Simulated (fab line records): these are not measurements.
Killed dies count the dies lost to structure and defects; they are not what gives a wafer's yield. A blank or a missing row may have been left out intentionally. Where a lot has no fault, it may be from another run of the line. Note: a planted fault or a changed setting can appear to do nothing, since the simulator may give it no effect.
A lot that was struck, set against a sound lot | flow n5 finfet | 16 out of 1938 route steps
Sound: these wafers, L113.1, L113.2, L113.6. Struck: wafers L123.5, L123.6. (L123.2 of the same lot was not struck and is left out.) The cause comes at the end.
Order at every step that has rows: each side's tool, ch and its chambers, its first start. Under that, the readings that differ: sound wafers | struck wafers | difference of the means | sigmas: that difference in standard deviations of wafers without a fault.
alike: a reading whose means differ by less than 2 such deviations, as well as words and numbers matching on both sides. not compared: withheld readings; readings where some wafer has no value; bounds like >300 that might hide an equal value; numbers whose values overlap and for which the record gives no deviation.
The two part at a step that has a row with sigmas, a row that says differs or no value, or rows on one side only. Numbers that have no deviation but don't overlap get no sigmas and don't part them. Lack of a reading on every wafer of one side parts them only where that side has two or more wafers.

first, 3 steps without rows for these wafers: N5_BEOL_M4_SPUTTER_92 (material Cu, target thk 4.5 nm, time 8.29 s); N5_BEOL_M4_ANNEAL_93 (time 240 s); N5_BEOL_M4_SPUTTER_94 (material Cu, target thk 4.5 nm, time 8.29 s).
N5_BEOL_M4_ANNEAL_95: time 240 s.
  sound: pvd sputter-03 at day 7 15:55; struck: pvd sputter-03 at day 10 21:44
  alike: heater power w
N5_BEOL_M4_SPUTTER_96: material Cu, target thk 4.5 nm, time 8.29 s.
  sound: pvd sputter-03 at day 7 16:04; struck: pvd sputter-03 at day 10 21:53
  alike: throttle valve pct
then, 1 step without rows for these wafers: N5_BEOL_M4_ECD_50 (material Cu, target thk 300 nm).
N5_BEOL_M4_ANNEAL_51: time 90 s.
  sound on rtp anneal-01 ch 0, day 7 16:28; struck on rtp anneal-02 ch 0, day 10 22:28
  alike: anneal temp c, wafer_temp_C_max
N5_BEOL_M4_CMP_52: polishes, stops on SiOC, t overpolish 6.8 s, target thk 40 nm.
  sound on cmp-01 ch 1,2,3, day 7 16:51; struck on cmp-02 ch 2,3, day 10 22:46
  alike: barrier field endpoint s, motor current A, overpolish run s, slurry filter dp kPa, time to endpoint s
N5_BEOL_M4_THK_MEAS_53: measures by xrf.
  sound: film metro-02 at day 7 17:04; struck: film metro-02 at day 10 23:01
  alike: M4_THK
N5_BEOL_M4_PRE_CLEAN_60: time 15 s.
  sound on cvd co-02 ch 0,1,2, day 7 17:06; struck on cvd co-02 ch 0,2, day 10 23:04
  alike: heater power w, rf fwd power W
then, 2 steps without rows for these wafers: N5_BEOL_M4_CO_CAP_55 (material Co, precursor CCTBA/H2, target thk 2 nm, time 102.1 s); N5_BEOL_M4_PRE_CLEAN_56 (time 15 s).
N5_BEOL_M4_DEP_57: deposits SiCN from 3MS/NH3, target thk 8 nm, time 14 s.
  sound on pecvd-01 ch 1,2, day 7 17:16; struck on pecvd-01 ch 1,2, day 10 23:13
  reading                                  | sound             | struck | difference                    | sigmas
  rf fwd power W (W)                       | 198.0 200.6 198.3 | - -    | no value on the struck wafers |
  model.SiCN_of_BEOL_M4_DEP_57.thk nm (nm) | 8.2 8 8.4         | 7 7    | -1                            |
  alike: showerhead plenum p Torr, throttle valve pct
N5_BEOL_M4_RS_MEAS_58: measures by four-point-probe.
  sound: film metro-01 at day 7 17:20; struck: film metro-01 at day 10 23:17
  alike: M4_RS
N5_BEOL_M4_RC_MEAS_101:
  sound on prober-02 ch 0, day 7 17:55; struck on prober-02 ch 0, day 10 23:29
  reading   | sound       | struck  | difference | sigmas
  VT_N (mV) | 248 255 255 | 247 245 | -7         | -2
  alike: DIBL_N, DIBL_P, IOFF_N, IOFF_P, ION_N, ION_P, SS_N, SS_P, VT_P
-- record jumps: 4 days separate the struck wafers' starts on either side; left off in module BEOL_M4, taken up again in module PASSIVATION, whose first shown step is the route's number 1936 --
N5_PASSIVATION_PROBE_49:
  sound: prober-02 at day 12 08:33; struck: prober-02 at day 15 06:01
  alike: defect limited yield, killed_at_M0_to_M3, killed_at_M4_up, killed at contacts, killed at front end, killed at other, killed dies, killed open, killed short, sort_bin_5_function, sort_bin_6_memory, sort n pass, sort yield pct

## WHERE THEY PART
At N5_BEOL_M4_DEP_57 first; at N5_BEOL_M4_RC_MEAS_101 last (within this record only). Later steps at which nothing parts them and some readings are alike: N5_PASSIVATION_PROBE_49.

WHY: the cause the simulator had injected
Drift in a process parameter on pecvd-01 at N5_BEOL_M4_DEP_57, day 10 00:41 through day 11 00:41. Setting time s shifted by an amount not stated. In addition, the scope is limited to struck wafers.
